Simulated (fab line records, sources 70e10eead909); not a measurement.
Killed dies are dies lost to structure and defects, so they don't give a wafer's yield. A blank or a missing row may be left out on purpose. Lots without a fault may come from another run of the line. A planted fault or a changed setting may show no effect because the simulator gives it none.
fab line records | flow nand_harc
record lots=24 wafers=72 last_day=35
route steps=1302 shown P_CONTACT@252 P_M0@265 P_M1@296 P_M2@330
lots that met no fault: from a run of the same line without faults
start_h: hours from the record's first day to the start of the lot's first wafer shown | wait_h: hours since the lot's step before | " the same as in the row above | L1.1+2: a row that stands for several wafers | - no value, or no start given | * or withheld: withheld | < > ~ a bound
route shown NAME@n: a module of which the file shows steps, and the number in the route of the first | usual: mean/standard deviation of fault-free wafers | same: alike in all rows | chamber/n: place in a boat | sites: the reading at each site | _std_site: their standard deviation | _edge_site: outer sites' mean less inner sites' | radius_mm: how far each site lies from the wafer's centre | mask NAME#n: copy n | behind: the tool/chamber that last shaped the wafer | hold: why the lot was held/for how many hours/how that ended | device: the transistor (n, p or np) that didn't switch | end of line: the same wafers' tests at the end of the route | a step without rows: its recipe alone | killed: dies lost to structure and defects at the first sort, not the wafer's yield | map: a wafer's dies, x killed, . not, _ none there
set.NAME: the setting as run; set.NAME@STEP: as run at that earlier step | model.NAME: the simulator's own value behind a step, which no gauge read
steps of the route over a sample of lots; a table a step, a row a wafer
## steps
# step NHARC_P_CONTACT_INSPECT_27
# usual raw_defect_count=290/110
# columns lot.wafer tool chamber start_h wait_h raw_defect_count
L074.2 defect_inspect-01 - 122.68 0.1 226
L074.3 " - " " 232
L074.6 " - " " 491
L075.1 defect_inspect-02 - 128.16 0.1 221
L075.4 " - " " 230
L075.5 " - " " 304
L076.1 defect_inspect-02 - 139.35 0.1 208
L076.3 " - " " 255
L076.4 " - " " 274
L077.3 defect_inspect-02 - 153.57 0.1 261
L077.4 " - " " 233
L077.6 " - " " 235
L078.1 defect_inspect-01 - 162.89 0.1 173
L078.4 " - " " 239
L078.6 " - " " 312
L079.1 defect_inspect-02 - 169.73 0.1 360
L079.2 " - " " 332
L079.4 " - " " 220
L080.4 defect_inspect-02 - 180.99 0.1 181
L080.5 " - " " 245
L080.6 " - " " 157
L081.2 defect_inspect-01 - 195.35 0.1 227
L081.5 " - " " 183
L081.6 " - " " 451
L082.1 defect_inspect-02 - 197.40 0.1 515
L082.2 " - " " 313
L082.4 " - " " 360
L083.2 defect_inspect-01 - 210.19 0.1 235
L083.3 " - " " 231
L083.4 " - " " 207
L084.1 defect_inspect-01 - 216.41 0.1 263
L084.3 " - " " 246
L084.5 " - " " 533
L085.2 defect_inspect-01 - 234.21 0.1 323
L085.3 " - " " 282
L085.6 " - " " 314
L086.3 defect_inspect-01 - 235.24 0.1 252
L086.4 " - " " 295
L086.5 " - " " 252
L087.2 defect_inspect-02 - 253.55 0.1 571
L087.4 " - " " 433
L087.5 " - " " 279
L089.1 defect_inspect-01 - 267.95 0.1 250
L089.2 " - " " 157
L089.3 " - " " 279
L088.1 defect_inspect-02 - 268.53 0.1 365
L088.4 " - " " 412
L088.5 " - " " 465
L090.1 defect_inspect-02 - 284.21 0.1 105
L090.5 " - " " 244
L090.6 " - " " 250
L091.3 defect_inspect-02 - 289.18 0.1 243
L091.4 " - " " 370
L091.6 " - " " 298
L092.1 defect_inspect-01 - 296.00 0.1 121
L092.3 " - " " 253
L092.6 " - " " 126
L093.3 defect_inspect-02 - 314.98 0.1 377
L093.5 " - " " 250
L093.6 " - " " 290
L094.4 defect_inspect-01 - 319.20 0.1 174
L094.5 " - " " 146
L094.6 " - " " 306
L095.1 defect_inspect-02 - 327.96 0.1 585
L095.2 " - " " 468
L095.5 " - " " 130
L096.1 defect_inspect-02 - 340.90 0.1 532
L096.2 " - " " 635
L096.3 " - " " 425
L097.2 defect_inspect-02 - 359.32 0.1 536
L097.3 " - " " 329
L097.5 " - " " 231
# step NHARC_P_M0_INSPECT_11
# usual raw_defect_count=4.5/2.8
# columns lot.wafer tool chamber start_h wait_h raw_defect_count
L074.2 defect_inspect-02 - 123.59 0.0 4
L074.3 " - " " 4
L074.6 " - " " 2
L075.1 defect_inspect-02 - 129.18 0.0 4
L075.4 " - " " 5
L075.5 " - " " 3
L076.1 defect_inspect-01 - 144.27 0.0 2
L076.3 " - " " 8
L076.4 " - " " 5
L077.3 defect_inspect-01 - 154.46 0.0 4
L077.4 " - " " 4
L077.6 " - " " 6
L078.1 defect_inspect-01 - 163.79 0.0 4
L078.4 " - " " 5
L078.6 " - " " 5
L079.1 defect_inspect-01 - 170.75 0.0 4
L079.2 " - " " 4
L079.4 " - " " 4
L080.4 defect_inspect-01 - 182.01 0.0 3
L080.5 " - " " 2
L080.6 " - " " 3
L081.2 defect_inspect-02 - 198.43 0.0 7
L081.5 " - " " 4
L081.6 " - " " 4
L082.1 defect_inspect-01 - 198.47 0.0 1
L082.2 " - " " 3
L082.4 " - " " 5
L083.2 defect_inspect-01 - 211.09 0.0 5
L083.3 " - " " 7
L083.4 " - " " 2
L084.1 defect_inspect-02 - 217.33 0.0 4
L084.3 " - " " 2
L084.5 " - " " 8
L085.2 defect_inspect-02 - 235.25 0.0 7
L085.3 " - " " 2
L085.6 " - " " 4
L086.3 defect_inspect-01 - 236.26 0.0 4
L086.4 " - " " 1
L086.5 " - " " 3
L087.2 defect_inspect-02 - 254.58 0.0 8
L087.4 " - " " 7
L087.5 " - " " 8
L089.1 defect_inspect-01 - 268.97 0.0 9
L089.2 " - " " 10
L089.3 " - " " 7
L088.1 defect_inspect-01 - 269.42 0.0 4
L088.4 " - " " 4
L088.5 " - " " 4
L090.1 defect_inspect-02 - 285.11 0.0 5
L090.5 " - " " 7
L090.6 " - " " 2
L091.3 defect_inspect-01 - 290.08 0.0 6
L091.4 " - " " 4
L091.6 " - " " 2
L092.1 defect_inspect-01 - 297.02 0.0 12
L092.3 " - " " 11
L092.6 " - " " 13
L093.3 defect_inspect-02 - 315.99 0.0 3
L093.5 " - " " 2
L093.6 " - " " 4
L094.4 defect_inspect-01 - 320.30 0.0 1
L094.5 " - " " 3
L094.6 " - " " 2
L095.1 defect_inspect-01 - 328.99 0.0 0
L095.2 " - " " 4
L095.5 " - " " 0
L096.1 defect_inspect-02 - 341.93 0.0 9
L096.2 " - " " 3
L096.3 " - " " 7
L097.2 defect_inspect-01 - 360.35 0.0 3
L097.3 " - " " 2
L097.5 " - " " 5
# step NHARC_P_M1_OVL_MEAS_10
# recipe pitch_nm=260
# usual overlay_x_nm=-0.1/0.6 overlay_y_nm=-0.1/0.77
# columns lot.wafer tool chamber start_h wait_h overlay_x_nm overlay_y_nm
L074.2 overlay-01 - 127.58 - 1.0 -0.5
L074.3 " - " " 1.2 -0.4
L074.6 " - " " 0.7 -0.2
L075.1 overlay-02 - 133.25 - -0.5 0.4
L075.4 " - " " 0.6 -0.2
L075.5 " - " " -0.3 -0.4
L076.1 overlay-01 - 148.16 - 0.3 0.9
L076.3 " - " " 0.5 0.7
L076.4 " - " " 0.1 0.4
L077.3 overlay-01 - 158.48 - 0.2 -0.6
L077.4 " - " " 0.1 -1.0
L077.6 " - " " 0.0 -0.5
L078.1 overlay-02 - 167.69 - 0.0 0.1
L078.4 " - " " 0.1 0.1
L078.6 " - " " 0.5 -0.8
L079.1 overlay-01 - 174.61 - 0.0 0.4
L079.2 " - " " -0.2 0.3
L079.4 " - " " -0.8 0.0
L080.4 overlay-01 - 186.31 - -0.8 -0.5
L080.5 " - " " -1.0 -0.3
L080.6 " - " " -0.6 0.0
L081.2 overlay-01 - 202.41 - -0.1 0.1
L081.5 " - " " -0.2 0.2
L081.6 " - " " -0.5 0.3
L082.1 overlay-02 - 202.65 - -0.5 -1.0
L082.2 " - " " -0.6 -0.7
L082.4 " - " " -0.4 -0.6
L083.2 overlay-01 - 215.08 - -0.2 1.9
L083.3 " - " " 0.4 1.4
L083.4 " - " " 0.1 2.0
L084.1 overlay-02 - 221.23 - -0.6 1.0
L084.3 " - " " -0.6 0.8
L084.5 " - " " -1.3 1.3
L085.2 overlay-01 - 239.33 - -1.2 0.4
L085.3 " - " " -1.4 0.5
L085.6 " - " " -1.1 0.2
L086.3 overlay-02 - 240.36 - -0.2 0.0
L086.4 " - " " 0.3 0.3
L086.5 " - " " 0.0 0.4
L087.2 overlay-02 - 258.57 - 0.6 -0.3
L087.4 " - " " 0.8 0.0
L087.5 " - " " 0.4 0.0
L089.1 overlay-01 - 272.99 - 0.0 -0.3
L089.2 " - " " -0.5 0.7
L089.3 " - " " -0.3 0.6
L088.1 overlay-01 - 273.48 - 0.0 -0.9
L088.4 " - " " 0.0 -0.6
L088.5 " - " " -0.1 -1.1
L090.1 overlay-01 - 289.21 - 0.2 -0.9
L090.5 " - " " -0.4 -0.8
L090.6 " - " " -0.1 -0.8
L091.3 overlay-01 - 294.23 - -0.2 -0.2
L091.4 " - " " -0.4 0.1
L091.6 " - " " -0.4 0.0
L092.1 overlay-01 - 301.33 - 0.1 -1.1
L092.3 " - " " -1.0 -0.7
L092.6 " - " " 0.1 -0.4
L093.3 overlay-01 - 320.02 - -0.2 -0.8
L093.5 " - " " 0.6 -0.2
L093.6 " - " " -0.1 -0.2
L094.4 overlay-01 - 324.71 - -0.4 0.5
L094.5 " - " " -0.2 0.6
L094.6 " - " " 0.2 0.8
L095.1 overlay-02 - 332.90 - 1.0 -1.7
L095.2 " - " " 0.0 -1.8
L095.5 " - " " 0.1 -1.5
L096.1 overlay-01 - 346.53 - 1.0 0.4
L096.2 " - " " 1.4 0.0
L096.3 " - " " 1.4 -0.4
L097.2 overlay-02 - 364.49 - -0.8 -0.9
L097.3 " - " " -0.2 -0.9
L097.5 " - " " -0.1 -1.4
# step NHARC_P_M1_CD_MEAS_16
# usual cd_nm=130.0/0.55
# columns lot.wafer tool chamber start_h wait_h cd_nm
L074.2 cd_sem-01 - 127.98 - 128.8
L074.3 " - " " 129.6
L074.6 " - " " 129.4
L075.1 cd_sem-02 - 133.65 - 130.6
L075.4 " - " " 130.2
L075.5 " - " " 130.2
L076.1 cd_sem-03 - 148.81 - 130.7
L076.3 " - " " 129.8
L076.4 " - " " 130.6
L077.3 cd_sem-03 - 158.89 - 129.1
L077.4 " - " " 129.3
L077.6 " - " " 129.9
L078.1 cd_sem-01 - 168.09 - 130.1
L078.4 " - " " 130.1
L078.6 " - " " 130.1
L079.1 cd_sem-02 - 175.02 - 129.5
L079.2 " - " " 130.2
L079.4 " - " " 129.6
L080.4 cd_sem-01 - 186.72 - 130.4
L080.5 " - " " 130.9
L080.6 " - " " 130.6
L081.2 cd_sem-02 - 202.82 - 129.4
L081.5 " - " " 129.4
L081.6 " - " " 130.3
L082.1 cd_sem-03 - 203.05 - 130.7
L082.2 " - " " 130.0
L082.4 " - " " 129.8
L083.2 cd_sem-01 - 215.49 - 129.4
L083.3 " - " " 129.3
L083.4 " - " " 130.4
L084.1 cd_sem-02 - 221.63 - 129.5
L084.3 " - " " 130.9
L084.5 " - " " 130.8
L085.2 cd_sem-03 - 239.87 0.2 129.2
L085.3 " - " " 129.8
L085.6 " - " " 129.9
L086.3 cd_sem-03 - 240.81 - 130.6
L086.4 " - " " 130.4
L086.5 " - " " 130.3
L087.2 cd_sem-02 - 258.98 - 129.9
L087.4 " - " " 129.3
L087.5 " - " " 129.6
L089.1 cd_sem-02 - 273.40 - 129.8
L089.2 " - " " 130.1
L089.3 " - " " 129.4
L088.1 cd_sem-02 - 273.88 - 130.3
L088.4 " - " " 129.5
L088.5 " - " " 130.3
L090.1 cd_sem-02 - 289.61 - 130.3
L090.5 " - " " 130.9
L090.6 " - " " 130.4
L091.3 cd_sem-03 - 294.63 - 130.3
L091.4 " - " " 129.8
L091.6 " - " " 130.5
L092.1 cd_sem-01 - 301.73 - 130.7
L092.3 " - " " 130.6
L092.6 " - " " 131.0
L093.3 cd_sem-02 - 320.43 - 130.2
L093.5 " - " " 129.3
L093.6 " - " " 129.5
L094.4 cd_sem-03 - 325.12 - 129.9
L094.5 " - " " 130.1
L094.6 " - " " 130.2
L095.1 cd_sem-01 - 333.30 - 129.8
L095.2 " - " " 130.3
L095.5 " - " " 129.2
L096.1 cd_sem-02 - 346.93 - 130.1
L096.2 " - " " 131.3
L096.3 " - " " 130.6
L097.2 cd_sem-03 - 364.90 - 129.9
L097.3 " - " " 129.9
L097.5 " - " " 130.6
# step NHARC_P_M2_INSPECT_11
# usual raw_defect_count=5.0/2.9
# columns lot.wafer tool chamber start_h wait_h raw_defect_count
L074.2 defect_inspect-01 - 131.84 0.0 7
L074.3 " - " " 3
L074.6 " - " " 4
L075.1 defect_inspect-01 - 137.44 0.0 5
L075.4 " - " " 5
L075.5 " - " " 2
L076.1 defect_inspect-02 - 152.95 0.0 8
L076.3 " - " " 9
L076.4 " - " " 4
L077.3 defect_inspect-02 - 162.66 0.0 3
L077.4 " - " " 5
L077.6 " - " " 2
L078.1 defect_inspect-02 - 171.86 0.0 2
L078.4 " - " " 6
L078.6 " - " " 5
L079.1 defect_inspect-01 - 178.80 0.0 5
L079.2 " - " " 5
L079.4 " - " " 4
L080.4 defect_inspect-02 - 190.38 0.0 4
L080.5 " - " " 4
L080.6 " - " " 1
L081.2 defect_inspect-01 - 206.60 0.0 7
L081.5 " - " " 4
L081.6 " - " " 3
L082.1 defect_inspect-02 - 206.89 0.0 5
L082.2 " - " " 8
L082.4 " - " " 9
L083.2 defect_inspect-01 - 219.30 0.0 3
L083.3 " - " " 8
L083.4 " - " " 4
L084.1 defect_inspect-02 - 225.36 0.0 6
L084.3 " - " " 1
L084.5 " - " " 7
L085.2 defect_inspect-02 - 243.80 0.0 5
L085.3 " - " " 4
L085.6 " - " " 4
L086.3 defect_inspect-01 - 244.47 0.0 1
L086.4 " - " " 2
L086.5 " - " " 5
L087.2 defect_inspect-01 - 262.76 0.0 13
L087.4 " - " " 8
L087.5 " - " " 9
L089.1 defect_inspect-02 - 277.28 0.0 9
L089.2 " - " " 9
L089.3 " - " " 6
L088.1 defect_inspect-01 - 277.61 0.0 5
L088.4 " - " " 6
L088.5 " - " " 5
L090.1 defect_inspect-01 - 293.38 0.0 9
L090.5 " - " " 10
L090.6 " - " " 8
L091.3 defect_inspect-01 - 298.63 0.0 5
L091.4 " - " " 5
L091.6 " - " " 0
L092.1 defect_inspect-02 - 305.43 0.0 10
L092.3 " - " " 13
L092.6 " - " " 15
L093.3 defect_inspect-02 - 324.70 0.0 4
L093.5 " - " " 9
L093.6 " - " " 5
L094.4 defect_inspect-02 - 329.00 0.0 2
L094.5 " - " " 1
L094.6 " - " " 2
L095.1 defect_inspect-01 - 337.10 0.0 4
L095.2 " - " " 3
L095.5 " - " " 3
L096.1 defect_inspect-02 - 350.64 0.0 9
L096.2 " - " " 5
L096.3 " - " " 6
L097.2 defect_inspect-01 - 368.70 0.0 2
L097.3 " - " " 2
L097.5 " - " " 4
# step NHARC_P_M2_ANNEAL_31
# recipe temp_c=225 time_s=90
# usual wafer_temp_C_max=226.3/0.32
# columns lot.wafer tool chamber start_h wait_h wafer_temp_C_max
L074.2 rtp_anneal-02 0 133.70 - 226.3
L074.3 " 0 " " 226.5
L074.6 " 0 " " 226.6
L075.1 rtp_anneal-01 0 139.26 0.3 226.4
L075.4 " 0 " " 226.2
L075.5 " 0 " " 226.1
L076.1 rtp_anneal-02 0 154.97 0.3 226.3
L076.3 " 0 " " 226.4
L076.4 " 0 " " 226.7
L077.3 rtp_anneal-02 0 164.86 0.3 226.1
L077.4 " 0 " " 226.5
L077.6 " 0 " " 225.9
L078.1 rtp_anneal-01 0 173.70 - 226.0
L078.4 " 0 " " 225.9
L078.6 " 0 " " 225.4
L079.1 rtp_anneal-01 0 180.63 - 226.3
L079.2 " 0 " " 225.7
L079.4 " 0 " " 225.8
L080.4 rtp_anneal-02 0 192.35 0.3 226.8
L080.5 " 0 " " 226.3
L080.6 " 0 " " 226.3
L081.2 rtp_anneal-01 0 208.47 0.3 226.2
L081.5 " 0 " " 225.9
L081.6 " 0 " " 226.5
L082.1 rtp_anneal-01 0 208.73 - 225.7
L082.2 " 0 " " 225.9
L082.4 " 0 " " 226.5
L083.2 rtp_anneal-02 0 221.16 0.3 226.4
L083.3 " 0 " " 226.2
L083.4 " 0 " " 226.1
L084.1 rtp_anneal-02 0 227.18 - 226.9
L084.3 " 0 " " 226.3
L084.5 " 0 " " 226.1
L085.2 rtp_anneal-02 0 245.67 0.3 226.0
L085.3 " 0 " " 225.9
L085.6 " 0 " " 226.1
L086.3 rtp_anneal-01 0 246.39 0.3 226.2
L086.4 " 0 " " 226.0
L086.5 " 0 " " 225.8
L087.2 rtp_anneal-01 0 264.63 - 226.1
L087.4 " 0 " " 225.9
L087.5 " 0 " " 226.1
L089.1 rtp_anneal-01 0 279.10 - 226.2
L089.2 " 0 " " 226.0
L089.3 " 0 " " 226.2
L088.1 rtp_anneal-01 0 279.46 - 226.2
L088.4 " 0 " " 225.7
L088.5 " 0 " " 226.1
L090.1 rtp_anneal-01 0 295.27 0.4 226.0
L090.5 " 0 " " 226.5
L090.6 " 0 " " 226.4
L091.3 rtp_anneal-02 0 300.61 - 226.3
L091.4 " 0 " " 226.7
L091.6 " 0 " " 226.7
L092.1 rtp_anneal-02 0 307.25 - 226.4
L092.3 " 0 " " 227.3
L092.6 " 0 " " 226.0
L093.3 rtp_anneal-02 0 326.63 0.3 226.3
L093.5 " 0 " " 226.2
L093.6 " 0 " " 226.8
L094.4 rtp_anneal-01 0 330.97 - 226.4
L094.5 " 0 " " 226.1
L094.6 " 0 " " 225.9
L095.1 rtp_anneal-01 0 338.92 - 226.4
L095.2 " 0 " " 226.3
L095.5 " 0 " " 226.1
L096.1 rtp_anneal-01 0 352.85 - 226.3
L096.2 " 0 " " 226.7
L096.3 " 0 " " 226.1
L097.2 rtp_anneal-01 0 370.56 - 226.1
L097.3 " 0 " " 225.9
L097.5 " 0 " " 225.9
## key
fault none
